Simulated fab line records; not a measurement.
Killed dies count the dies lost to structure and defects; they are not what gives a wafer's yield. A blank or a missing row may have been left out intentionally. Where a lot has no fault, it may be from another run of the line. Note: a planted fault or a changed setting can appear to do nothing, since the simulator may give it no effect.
Which of the tools did it?    flow nandHarc    12 lots with 36 wafers sampled at 6 steps, on a route of 1159 steps

WHAT THE GAUGES SHOWED, per wafer
NHARC_P_ZERO_WELL_CD_MEAS_24: the cd target is 720 nm. Usual: cdNm at 720.5 nm, with a standard deviation of 2.3.
lot   measured     on        cdNm (nm)          flag
L303  day 1 14:29  cdSem-02  722.4 720.1 719.2  
L305  day 2 02:52  cdSem-02  722.4 721.1 718.5  
L307  day 2 14:28  cdSem-02  721.4 719.1 720.7  
L308  day 2 20:36  cdSem-01  718.7 721.2 722.3  
L309  day 3 02:28  cdSem-01  718.5 720.2 717.3  
L310  day 3 08:21  cdSem-03  634.7 638.0 637.6  OFF
L314  day 4 08:36  cdSem-03  715.0 717.1 717.9  
L319  day 5 14:35  cdSem-03  723.9 719.3 719.3  
L320  day 5 20:35  cdSem-02  724.2 723.0 719.4  
L321  day 6 02:27  cdSem-01  721.9 721.0 715.4  
L323  day 6 14:36  cdSem-03  720.2 721.2 721.4  
L324  day 6 20:28  cdSem-02  720.4 714.7 718.9  

NHARC_P_STI_OCD_MEAS_43. Usual: trenchDepthNm 300 nm, standard deviation 5.9; trenchFootCdNm 158 nm, standard deviation 3.1.
lot   measured     on      trenchDepthNm (nm)  trenchFootCdNm (nm)  flag
L303  day 2 08:55  ocd-02  296 288 296         156 156 160          
L305  day 2 21:05  ocd-01  298 306 301         156 156 158          
L307  day 3 13:32  ocd-02  309 294 298         156 161 160          
L308  day 3 18:20  ocd-02  293 297 293         163 166 170          
L309  day 3 23:56  ocd-02  310 302 302         160 158 160          
L310  day 4 07:52  ocd-01  298 304 304         155 154 159          
L314  day 5 10:10  ocd-02  306 305 297         159 162 158          
L319  day 6 15:10  ocd-01  303 304 288         160 160 161          
L320  day 6 15:01  ocd-02  306 296 305         157 155 155          
L321  day 7 00:11  ocd-02  297 303 298         155 158 154          
L323  day 7 12:20  ocd-02  298 297 298         154 155 158          
L324  day 7 18:02  ocd-01  290 301 301         159 156 156          

NHARC_END_SORT_01. Usual: killedAtArray 27, standard deviation 9.9; killedAtOther 0.5, standard deviation 0.76; killedAtPeriphery 3.4, standard deviation 2.2; killedDies 31, standard deviation 10; killedOpen 3.3, standard deviation 2; killedShort 2.0, standard deviation 1.5.
lot   measured      on         killedAtArray  killedAtOther  killedAtPeriphery  killedDies  killedOpen  killedShort  flag
L310  day 21 04:43  prober-02  44 49 42       2 2 2          18 22 28           64 73 72    6 4 7       2 3 1        OFF

WHAT TOOL EACH LOT RAN ON (gives the tool, then ch and the chambers of the sampled wafers, and finally the start)
lot   NHARC_P_ZERO_WELL_EXPOSE_21      NHARC_P_STI_CMP_21            NHARC_P_GATE_DESCUM_48
L303  krfScanner-01 ch 0, day 1 14:20  cmp-02 ch 0,2,3, day 3 08:50  rieDiel-11 ch 0,1, day 5 05:29
L305  krfScanner-01 ch 0, day 2 02:42  cmp-03 ch 0,2, day 3 15:12    rieDiel-08 ch 0,1, day 5 11:49
L307  krfScanner-01 ch 0, day 2 14:19  cmp-03 ch 1,2, day 4 09:56    rieDiel-11 ch 0,3, day 6 10:09
L308  krfScanner-03 ch 0, day 2 20:26  cmp-03 ch 0,1,2, day 4 10:08  rieDiel-11 ch 0,1,3, day 6 10:16
L309  krfScanner-03 ch 0, day 3 02:19  cmp-02 ch 1,2,3, day 4 21:47  rieDiel-11 ch 0,1,2, day 6 20:44
L310  krfScanner-03 ch 0, day 3 08:12  cmp-03 ch 0,1,2, day 5 05:35  rieDiel-11 ch 2,3, day 7 03:42
L314  krfScanner-03 ch 0, day 4 08:26  cmp-02 ch 0,2,3, day 6 13:07  rieDiel-08 ch 0,1,3, day 8 08:31
L319  krfScanner-03 ch 0, day 5 14:26  cmp-03 ch 0,1,3, day 7 09:34  rieDiel-11 ch 0,1,2, day 9 10:02
L320  krfScanner-04 ch 0, day 5 20:26  cmp-02 ch 0,1,3, day 7 09:35  rieDiel-11 ch 0,1,2, day 9 10:13
L321  krfScanner-04 ch 0, day 6 02:18  cmp-01 ch 0,1, day 7 18:19    rieDiel-08 ch 0,1, day 9 19:34
L323  krfScanner-01 ch 0, day 6 14:26  cmp-01 ch 0,3, day 8 03:56    rieDiel-01 ch 0,2,3, day 10 00:31
L324  krfScanner-01 ch 0, day 6 20:19  cmp-02 ch 1,3, day 8 15:02    rieDiel-11 ch 0,2,3, day 10 12:59
- NHARC_P_ZERO_WELL_EXPOSE_21: exposes mask P NWELL, target cd 720 nm.
- NHARC_P_STI_CMP_21: polishes, t overpolish 20 s, target thk 380.67 nm.
- NHARC_P_GATE_DESCUM_48: chemistry O2, time 3 s.

WHAT THE TOOLS THEMSELVES READ (means of the sampled wafers that have a number; where no wafer has one, the mark that the record gives instead)
NHARC_P_ZERO_WELL_EXPOSE_21. Usual: focusOffsetNm at -0.1 nm, with a standard deviation of 0.53.
lot   tool           focusOffsetNm (nm)  flag
L303  krfScanner-01  0.5                 
L305  krfScanner-01  -0.2                
L307  krfScanner-01  -0.1                
L308  krfScanner-03  0.3                 
L309  krfScanner-03  0.5                 
L310  krfScanner-03  -1.0                
L314  krfScanner-03  -0.7                
L319  krfScanner-03  0.3                 
L320  krfScanner-04  -0.7                
L321  krfScanner-04  0.6                 
L323  krfScanner-01  -0.5                
L324  krfScanner-01  -0.4                

NHARC_P_STI_CMP_21. Usual: motorCurrentA 11.9 A, standard deviation 1.2; overpolishRunS 20.000 s, standard deviation 0.009.
lot   tool    motorCurrentA (A)  overpolishRunS (s)  flag
L303  cmp-02  11.5               20.012              
L305  cmp-03  12.2               20.006              
L307  cmp-03  11.9               20.001              
L308  cmp-03  12.0               20.004              
L309  cmp-02  12.0               19.996              
L310  cmp-03  12.7               20.007              
L314  cmp-02  11.3               19.997              
L319  cmp-03  12.5               20.001              
L320  cmp-02  12.2               20.011              
L321  cmp-01  12.6               19.992              
L323  cmp-01  9.5                19.993              
L324  cmp-02  12.2               20.000              

NHARC_P_GATE_DESCUM_48. Usual: chamberPressureMTorr 60.01 mTorr, standard deviation 0.057; drypumpMotorCurrentA 5.70 A, standard deviation 0.21; oesProductAu 0.998 a.u., standard deviation 0.0098; rfVppV 57.8 V, standard deviation 0.82; showerheadPlenumPTorr 1.92 Torr, standard deviation 0.077; throttleValvePct 11.310 %, standard deviation 0.0099.
lot   tool        chamberPressureMTorr (mTorr)  drypumpMotorCurrentA (A)  oesProductAu (a.u.)  rfVppV (V)  showerheadPlenumPTorr (Torr)  throttleValvePct (%)  flag
L303  rieDiel-11  60.02                         5.67                      0.984                57.7        1.94                          11.308                
L305  rieDiel-08  60.05                         5.70                      1.014                57.7        1.93                          11.307                
L307  rieDiel-11  60.01                         5.56                      0.990                58.6        2.03                          11.314                
L308  rieDiel-11  59.99                         5.68                      0.992                57.8        1.98                          11.314                
L309  rieDiel-11  60.02                         5.60                      0.995                58.1        1.92                          11.306                
L310  rieDiel-11  60.02                         5.77                      0.999                57.4        1.95                          11.306                
L314  rieDiel-08  59.96                         5.83                      0.998                57.7        1.92                          11.310                
L319  rieDiel-11  60.02                         5.62                      0.994                58.1        1.92                          11.306                
L320  rieDiel-11  60.00                         5.62                      0.999                58.3        1.92                          11.305                
L321  rieDiel-08  60.05                         5.81                      1.002                56.9        1.96                          11.306                
L323  rieDiel-01  59.99                         5.77                      1.006                58.5        1.98                          11.301                
L324  rieDiel-11  60.01                         5.62                      0.998                58.1        1.96                          11.312                

THE ANSWER, worked out from the rows above alone
Rule: lot off if the mean of its wafers having a number is beyond 3 standard deviations from the usual mean. A lot without any number at a reading at which 4 lots or more have one is off too. Any other lot the step has rows for is counted as sound. First the gauges in route order, then the tools' own readings, where a lot's mean is used as printed above. At the first step where some lot is off, the reading lying furthest off is the one used; lots without a number count as furthest.
Off at NHARC_P_ZERO_WELL_CD_MEAS_24 (cdNm): L310.
A tool fits if, at a process step before that reading, it ran every lot that is off, and no sound lot after the first of them. Not tried: the gauges at NHARC_P_ZERO_WELL_CD_MEAS_24; whatever is off there is also off at NHARC_END_SORT_01, on other tools, and gauge error can't account for it. Not one of the candidates tried fits.

WHAT WAS PUT IN BY THE SIMULATOR
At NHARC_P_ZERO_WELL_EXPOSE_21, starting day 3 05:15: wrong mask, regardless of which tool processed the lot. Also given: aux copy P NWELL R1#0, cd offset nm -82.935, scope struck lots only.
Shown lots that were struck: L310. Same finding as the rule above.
